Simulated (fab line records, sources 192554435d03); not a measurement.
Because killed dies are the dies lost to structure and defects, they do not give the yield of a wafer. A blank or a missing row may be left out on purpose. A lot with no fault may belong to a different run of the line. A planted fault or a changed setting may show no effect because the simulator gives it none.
Split-lot experiment :: flow n5_finfet :: 21 wafers read from 7 lots, route of 1938 steps

## SPLIT DETAILS
At N5_BEOL_M6_VIA_ETCH_34 (etches SiCOH lowk in C4F6/O2, target depth 126.3 nm, time 50.9 s), the setting time_s was moved away from the recipe's 50.9 s on 6 of the 21 wafers read, by -14.2% to +11.5%. All remaining wafers had this setting at the recipe value.

The split's own step is where the reading is taken.

## THE READING
SOC_of_BEOL_M6_COAT_63.thk_nm (the simulator's own value, which no gauge read), in nm, at N5_BEOL_M6_VIA_ETCH_34 (etches SiCOH lowk in C4F6/O2, target depth 126.3 nm, time 50.9 s). No usual value for it is given in the file. The 15 wafers here that ran the recipe average 53.9 nm, standard deviation 0.2 nm.

wafer: L074.2
tool, chamber at the split: rie_diel-02, 1
time_s as run, s: 54.5
against the recipe: +7.1%
SOC_of_BEOL_M6_COAT_63.thk_nm, nm: 53.6
against lot-mates on the recipe: -0.4

wafer: L074.3
tool, chamber at the split: rie_diel-02, 0
time_s as run, s: 50.9
against the recipe: recipe
SOC_of_BEOL_M6_COAT_63.thk_nm, nm: 54
against lot-mates on the recipe: -

wafer: L074.5
tool, chamber at the split: rie_diel-02, 2
time_s as run, s: 50.9
against the recipe: recipe
SOC_of_BEOL_M6_COAT_63.thk_nm, nm: 54
against lot-mates on the recipe: -

wafer: L077.1
tool, chamber at the split: rie_diel-05, 3
time_s as run, s: 50.9
against the recipe: recipe
SOC_of_BEOL_M6_COAT_63.thk_nm, nm: 54
against lot-mates on the recipe: -

wafer: L077.4
tool, chamber at the split: rie_diel-05, 1
time_s as run, s: 50.9
against the recipe: recipe
SOC_of_BEOL_M6_COAT_63.thk_nm, nm: 53.8
against lot-mates on the recipe: -

wafer: L077.6
tool, chamber at the split: rie_diel-05, 1
time_s as run, s: 50.9
against the recipe: recipe
SOC_of_BEOL_M6_COAT_63.thk_nm, nm: 54
against lot-mates on the recipe: -

wafer: L076.1
tool, chamber at the split: rie_diel-06, 2
time_s as run, s: 50.9
against the recipe: recipe
SOC_of_BEOL_M6_COAT_63.thk_nm, nm: 53.8
against lot-mates on the recipe: -

wafer: L076.4
tool, chamber at the split: rie_diel-06, 0
time_s as run, s: 54.8
against the recipe: +7.7%
SOC_of_BEOL_M6_COAT_63.thk_nm, nm: 53.4
against lot-mates on the recipe: -0.4

wafer: L076.6
tool, chamber at the split: rie_diel-06, 1
time_s as run, s: 54.8
against the recipe: +7.7%
SOC_of_BEOL_M6_COAT_63.thk_nm, nm: 53.6
against lot-mates on the recipe: -0.2

wafer: L081.3
tool, chamber at the split: rie_diel-02, 3
time_s as run, s: 50.9
against the recipe: recipe
SOC_of_BEOL_M6_COAT_63.thk_nm, nm: 53.8
against lot-mates on the recipe: -

wafer: L081.4
tool, chamber at the split: rie_diel-02, 2
time_s as run, s: 50.9
against the recipe: recipe
SOC_of_BEOL_M6_COAT_63.thk_nm, nm: 53.6
against lot-mates on the recipe: -

wafer: L081.5
tool, chamber at the split: rie_diel-02, 3
time_s as run, s: 50.9
against the recipe: recipe
SOC_of_BEOL_M6_COAT_63.thk_nm, nm: 53.8
against lot-mates on the recipe: -

wafer: L092.1
tool, chamber at the split: rie_diel-02, 2
time_s as run, s: 50.9
against the recipe: recipe
SOC_of_BEOL_M6_COAT_63.thk_nm, nm: 54.2
against lot-mates on the recipe: -

wafer: L092.4
tool, chamber at the split: rie_diel-02, 3
time_s as run, s: 50.9
against the recipe: recipe
SOC_of_BEOL_M6_COAT_63.thk_nm, nm: 53.8
against lot-mates on the recipe: -

wafer: L092.6
tool, chamber at the split: rie_diel-02, 2
time_s as run, s: 43.69
against the recipe: -14.2%
SOC_of_BEOL_M6_COAT_63.thk_nm, nm: 54.8
against lot-mates on the recipe: +0.8

wafer: L094.2
tool, chamber at the split: rie_diel-02, 0
time_s as run, s: 56.75
against the recipe: +11.5%
SOC_of_BEOL_M6_COAT_63.thk_nm, nm: 53.8
against lot-mates on the recipe: -0.6

wafer: L094.5
tool, chamber at the split: rie_diel-02, 2
time_s as run, s: 50.9
against the recipe: recipe
SOC_of_BEOL_M6_COAT_63.thk_nm, nm: 54.4
against lot-mates on the recipe: -

wafer: L094.6
tool, chamber at the split: rie_diel-02, 1
time_s as run, s: 56.75
against the recipe: +11.5%
SOC_of_BEOL_M6_COAT_63.thk_nm, nm: 53.8
against lot-mates on the recipe: -0.6

wafer: L097.1
tool, chamber at the split: rie_diel-06, 0
time_s as run, s: 50.9
against the recipe: recipe
SOC_of_BEOL_M6_COAT_63.thk_nm, nm: 54
against lot-mates on the recipe: -

wafer: L097.3
tool, chamber at the split: rie_diel-06, 3
time_s as run, s: 50.9
against the recipe: recipe
SOC_of_BEOL_M6_COAT_63.thk_nm, nm: 53.8
against lot-mates on the recipe: -

wafer: L097.5
tool, chamber at the split: rie_diel-06, 2
time_s as run, s: 50.9
against the recipe: recipe
SOC_of_BEOL_M6_COAT_63.thk_nm, nm: 54.2
against lot-mates on the recipe: -

FIT RESULTS
A straight line over all 21 wafers: SOC_of_BEOL_M6_COAT_63.thk_nm changes by -0.0405 nm for each +1% of time_s; r = -0.71; the points scatter about the line by 0.22 nm.
The same after taking each lot's own level away (the mean of its wafers on the recipe; 21 wafers): -0.052 nm for each +1%; r = -0.93; scatter 0.12 nm.
That fit puts the effect of the largest move of time_s on the reading at 0.74 nm.
The span of the lots' own levels, 53.73 to 54.40 nm, comes to 3.3 times the standard deviation stated above.
So the lot-to-lot level blurs the effect unless lot-mates are compared.
Check: for one of the wafers moved furthest among these (-14.2%), held out of the fit, the line's prediction against its lot-mates is +0.701 nm. It came out at +0.8 nm against them.

## FURTHER SPLITS ON THESE WAFERS
These wafers also went through other splits before the reading. Each is held against what the fit with the lots' levels taken away leaves over:
other split on the same wafers: N5_BEOL_M3_DESCUM_33 time_s
wafers away from the commonest value: 2
r with SOC_of_BEOL_M6_COAT_63.thk_nm (lot level and that fit taken away): +0.11

other split on the same wafers: N5_BEOL_M4_COAT_22 spin_rpm
wafers away from the commonest value: 5
r with SOC_of_BEOL_M6_COAT_63.thk_nm (lot level and that fit taken away): +0.15

other split on the same wafers: N5_BEOL_M4_EXPOSE_25 dose_mj
wafers away from the commonest value: 6
r with SOC_of_BEOL_M6_COAT_63.thk_nm (lot level and that fit taken away): -0.30

other split on the same wafers: N5_BEOL_M4_DESCUM_33 time_s
wafers away from the commonest value: 6
r with SOC_of_BEOL_M6_COAT_63.thk_nm (lot level and that fit taken away): -0.43

other split on the same wafers: N5_BEOL_M4_ALD_98 ald_cycles
wafers away from the commonest value: 7
r with SOC_of_BEOL_M6_COAT_63.thk_nm (lot level and that fit taken away): -0.25

other split on the same wafers: N5_BEOL_M5_COAT_74 spin_rpm
wafers away from the commonest value: 6
r with SOC_of_BEOL_M6_COAT_63.thk_nm (lot level and that fit taken away): -0.13

other split on the same wafers: N5_BEOL_M5_EXPOSE_25 dose_mj
wafers away from the commonest value: 5
r with SOC_of_BEOL_M6_COAT_63.thk_nm (lot level and that fit taken away): +0.13

## THE WHOLE CHAIN: every reading that the file lists as answering this split, in the file's order
step: N5_BEOL_M6_VIA_ETCH_34
what it does: etches SiCOH lowk in C4F6/O2, target depth 126.3 nm, time 50.9 s
reading: etch.depth_nm (the simulator's own value, which no gauge read)
change (the file's fit): +1.29 nm for each +1% of the setting
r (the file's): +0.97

step: N5_BEOL_M6_VIA_ETCH_34
what it does: etches SiCOH lowk in C4F6/O2, target depth 126.3 nm, time 50.9 s
reading: SOC_of_BEOL_M6_COAT_63.thk_nm (the simulator's own value, which no gauge read)
change (the file's fit): -0.0529 nm for each +1% of the setting
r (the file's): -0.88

## FILE'S OWN FIT
SOC_of_BEOL_M6_COAT_63.thk_nm changes by -0.0529 nm for each +1% of time_s, r = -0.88.
